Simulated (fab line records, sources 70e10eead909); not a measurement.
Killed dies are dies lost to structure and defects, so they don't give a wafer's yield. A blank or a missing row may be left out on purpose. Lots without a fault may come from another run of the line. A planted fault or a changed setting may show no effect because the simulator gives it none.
Problem report in the 8D (eight disciplines) form, filled by code | flow nand_harc | the parts of the form that need people (team, actions taken, sign-off) are left out

1. THE PROBLEM
rf_fwd_power_W at NHARC_A_STAIRCASE_DEP_301 reads a mean of 488.7 W on 9 wafers of 3 lots; wafers without a fault read 348.5 W with a standard deviation of 1.1. That is +99 or more standard deviations from the usual mean.
The step: deposits SiON, target thk 30 nm.
First seen on wafer L853.5, day 13 13:07, on pecvd-04. The record holds 36 wafers of 12 lots with a number at this step. Rule for "out", or "out of limits": more than 4 standard deviations from the usual mean. The other wafers with a number count as sound.

2. WHAT IT IS AND WHAT IT IS NOT
question                    | is                     | is not
which readings at this step | rf_fwd_power_W         | chamber_pressure_Torr, heater_power_w
which lots                  | L852, L853, L854       | L846, L847, L848, L849, L850, L864, L866, L868, L869
which wafers of those lots  | all that have a number | -
read on which tools         | pecvd-04               | pecvd-01, pecvd-03
when                        | from day 13 13:07      | up to then (15 sound wafers); but 12 sound wafers of L864, L866, L868, L869 came after

3. SUSPECTS, AND WHAT RULES EACH OUT
Counting: a tool at a process step up to the reading stays a suspect if it ran every lot that is out and no sound lot after the first of them.
- pecvd-04 at NHARC_A_STAIRCASE_DEP_301 (deposits SiON, target thk 30 nm): kept. It ran every lot that is out, first L853 (day 13 13:07), and no sound lot after that; its last sound lot up to then is L850 (day 12 14:40). Its own readings are out on those wafers: rf_fwd_power_W.
Left after counting: pecvd-04 at NHARC_A_STAIRCASE_DEP_301.

4. THE CAUSE (what the simulator had put in)
Process parameter drift: pecvd-04, from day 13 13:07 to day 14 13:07, at NHARC_A_STAIRCASE_DEP_301. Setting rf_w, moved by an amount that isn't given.
Counting left only this tool.

5. THE CHAIN OF EFFECTS, in route order
Each row: a reading whose mean over the struck wafers that have a number lies more than 3 standard deviations from the usual. Only readings for which the record gives a usual standard deviation are gone through. hours: the time from each lot's start at the first step in this table that gives one to its start at this step, as a median over the lots. sigmas: the change in usual standard deviations.
hours | step                      | reading        | usual   | on struck wafers | change | sigmas
0     | NHARC_A_STAIRCASE_DEP_301 | rf_fwd_power_W | 348.5 W | 488.7            | +140.2 | +99 or more
The process steps in it:
- NHARC_A_STAIRCASE_DEP_301: deposits SiON, target thk 30 nm.

6. WHAT WOULD HAVE CAUGHT IT SOONER
In this record the first reading out of limits was taken at day 13 13:07, 0 hours after the fault began at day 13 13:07.
